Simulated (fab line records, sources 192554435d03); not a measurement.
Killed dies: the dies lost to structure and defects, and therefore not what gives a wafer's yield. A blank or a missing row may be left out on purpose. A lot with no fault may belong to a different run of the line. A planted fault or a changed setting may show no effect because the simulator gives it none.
Chamber matching    flow n5 finfet    4 sister chambers for N5_BEOL_M15_CMP_49 on cmp-04
The step polishes, stops on SiO2, t overpolish 4.9 s, target thk 850 nm. 4 wafers are shown with their chamber, then 8 later ones without.

EACH WAFER AND ITS CHAMBER
wafer   chamber  motor current A (A)
L089.2  2        9.1
L086.4  3        7.4
L086.5  1        8.4
L088.1  0        6.8

WAFERS WHOSE CHAMBER IS MISSING
wafer   motor current A (A)
L088.2  9.6
L088.6  8.4
L092.1  7.9
L092.2  6.9
L092.3  8.6
L094.1  8.4
L094.4  9.3
L094.6  7.7

CHAMBER TAKEN BY EACH
wafer   from the rows above      in truth
L088.2  2                        2
L088.6  1                        1
L092.1  can't be placed: 1 or 3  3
L092.2  can't be placed: 0 or 3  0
L092.3  can't be placed: 1 or 2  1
L094.1  1                        1
L094.4  2                        2
L094.6  can't be placed: 3 or 1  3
Correct placement for 4 of the 8. Can't be placed from these rows: 4 (the true chamber is among the candidates in 4). Wrongly placed: 0.
How it was worked out, from the rows above alone: a wafer's distance from a chamber is the root of the sum, over the readings, of the square of ((its reading less the chamber's mean) divided by the reading's scatter). The wafer belongs to the nearest chamber; if the next one is less than 2 further off, it can't be placed. The mean given for a chamber averages the wafers shown for that chamber. The scatter: root of mean squared gap, hidden wafer to nearest shown wafer, with one shown wafer a chamber.
